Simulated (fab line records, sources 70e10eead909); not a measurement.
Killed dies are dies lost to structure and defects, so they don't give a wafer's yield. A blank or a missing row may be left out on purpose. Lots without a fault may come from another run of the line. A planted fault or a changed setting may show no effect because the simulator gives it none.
Chamber matching | flow nand_harc | NHARC_A_STAIRCASE_ETCH_253 on rie_diel-07: 4 sister chambers
The step etches the open film in C4F8/O2, target depth 50 nm, time 20.2 s. 8 wafers are shown with their chamber, then 10 later ones without.

WAFERS WITH THEIR CHAMBER
wafer  | chamber | rf_vpp_V (V) | rf_fwd_power_W (W)
L089.1 | 0       | 900          | 586
L089.3 | 1       | 892          | 591
L089.5 | 0       | 900          | 587
L089.6 | 3       | 898          | 585
L088.5 | 2       | 894          | 590
L088.6 | 3       | 897          | 590
L090.1 | 1       | 893          | 591
L090.2 | 2       | 893          | 587

WAFERS WITHOUT THEIR CHAMBER
wafer  | rf_vpp_V (V) | rf_fwd_power_W (W)
L090.6 | 893          | 589
L093.4 | 895          | 589
L093.5 | 897          | 586
L093.6 | 894          | 587
L097.1 | 900          | 589
L097.2 | 898          | 586
L097.3 | 893          | 590
L097.4 | 894          | 589
L097.5 | 894          | 585
L097.6 | 898          | 587

WHICH CHAMBER EACH WENT THROUGH
wafer  | from the rows above          | in truth
L090.6 | can't be placed: 2 or 1      | 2
L093.4 | can't be placed: 2 or 3 or 1 | 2
L093.5 | 3                            | 3
L093.6 | 2                            | 2
L097.1 | 0                            | 0
L097.2 | 3                            | 3
L097.3 | can't be placed: 1 or 2      | 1
L097.4 | can't be placed: 2 or 1      | 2
L097.5 | can't be placed: 2 or 1      | 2
L097.6 | 3                            | 3
Placed correctly: 5 of 10. Can't be placed from these rows: 5 (the true chamber is among the candidates in 5). Placed wrongly: 0.
How it was worked out, from the rows above alone: a wafer's distance from a chamber is the root of the sum, over the readings, of the square of ((its reading less the chamber's mean) divided by the reading's scatter). The wafer belongs to the nearest chamber; if the next one is less than 2 further off, it can't be placed. A chamber's mean is the mean of its shown wafers. The scatter: the root of (the sum of the squares of (reading less its chamber's mean) over the shown wafers, divided by (wafers less chambers)).
